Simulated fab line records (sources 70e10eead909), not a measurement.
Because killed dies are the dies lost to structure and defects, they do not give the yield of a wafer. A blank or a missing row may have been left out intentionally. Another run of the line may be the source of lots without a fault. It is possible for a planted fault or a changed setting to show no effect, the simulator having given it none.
A struck lot beside a sound one	flow nand harc	16 out of 1302 route steps
Sound: wafers L769.1, L769.2, L769.3. The struck wafers were L788.4, L788.5, L788.6. The cause is given at the end.
At each step with rows: each side's tool, then ch and its chambers, then its first start. Under that, the readings that differ: sound wafers	struck wafers	difference of the means	sigmas: that difference in standard deviations of wafers without a fault.
alike: readings whose means differ by less than 2 such deviations, and words and numbers that are the same on both sides. not compared: withheld readings, readings that some wafer has no value for, bounds like >300 that may hide the same value, and numbers for which the record gives no deviation and whose values overlap.
A row with sigmas, a row that says differs or no value, or rows on one side alone: a step with any of these is where the two part. Non-overlapping numbers with no deviation appear without sigmas and do not part them. A reading missing from all wafers of one side parts the sides only when that side holds two or more wafers.

first, 1 step without rows for these wafers: NHARC_P_M2_PRE_CLEAN_30 (time 30 s).
NHARC_P_M2_PVD_20: deposits TaN, target thk 5 nm, time 8.06 s.
  sound on pvd sputter-03; struck on pvd sputter-01
  alike: throttle valve pct
NHARC_P_M2_PVD_21: deposits Cu, target thk 30 nm, time 20.49 s.
  sound on pvd sputter-03; struck on pvd sputter-01
  alike: throttle valve pct
then, 1 step without rows for these wafers: NHARC_P_M2_ECD_22 (material Cu, target thk 400 nm).
NHARC_P_M2_ANNEAL_31: time 90 s.
  sound on rtp anneal-02 ch 0, day 7 10:19; struck on rtp anneal-02 ch 0, day 15 02:40
  alike: wafer_temp_C_max
NHARC_P_M2_CMP_23: polishes, t overpolish 20 s, target thk 144.3 nm.
  sound on cmp-02 ch 0,1,3, day 7 10:41; struck on cmp-03 ch 2,3, day 15 02:51
  alike: motor current A, time to endpoint s
NHARC_P_M2_THK_MEAS_24: measures by xrf.
  sound on film metro-01 at day 7 10:59; struck on film metro-02 at day 15 03:10
reading	sound	struck	difference	sigmas
thk nm (nm)	144.8 143.2 142.5	149.2 145.0 147.0	+3.6	+3
next, for these wafers, 1 step has no rows: NHARC_P_M2_SRD_25.
NHARC_P_M2_INSPECT_27:
  sound on defect inspect-02 at day 7 11:08; struck on defect inspect-02 at day 15 03:20
reading	sound	struck	difference	sigmas
raw defect count	204 125 161	274 544 620	+316	+2
then, 2 steps without rows for these wafers: NHARC_P_M2_PRE_CLEAN_32 (time 12 s); NHARC_P_M2_DEP_33 (deposits SiCN, target thk 30 nm).
NHARC_P_BONDPAD_DEP_00: deposits SiCN, target thk 250 nm.
  sound on pecvd-01 ch 0,1,2, day 7 11:42; struck on pecvd-04 ch 0,1,2, day 15 04:37
  alike: heater power w, showerhead vpp V
NHARC_P_BONDPAD_CMP_32: polishes SiCN, target thk 200 nm.
  sound on cmp-04 ch 1,2,3, day 7 12:07; struck on cmp-04 ch 0,1, day 15 04:59
  alike: motor current A
NHARC_P_BONDPAD_THK_MEAS_33: measures by ellipsometry.
  sound on film metro-01 at day 7 12:22; struck on film metro-01 at day 15 05:14
reading	sound	struck	difference	sigmas
thk nm (nm)	197.9 199.3 198.4	184.8 196.6 195.4	-6.3	-4
next, for these wafers, 1 step has no rows: NHARC_P_BONDPAD_SRD_34.
-- the record jumps here: 17 days lie between the struck wafers' starts before and after (it left off in module P_BONDPAD and takes up again in module END, whose first step shown is number 1302 of the route) --
NHARC_END_SORT_01:
  at this point the record logs the struck wafers (prober-02 ch 0, day 32 06:46) and has no rows for the sound ones

## WHERE THEY PART
Earliest at NHARC_P_M2_THK_MEAS_24; latest, in this record, at NHARC_END_SORT_01.

WHY: whatever the simulator had introduced
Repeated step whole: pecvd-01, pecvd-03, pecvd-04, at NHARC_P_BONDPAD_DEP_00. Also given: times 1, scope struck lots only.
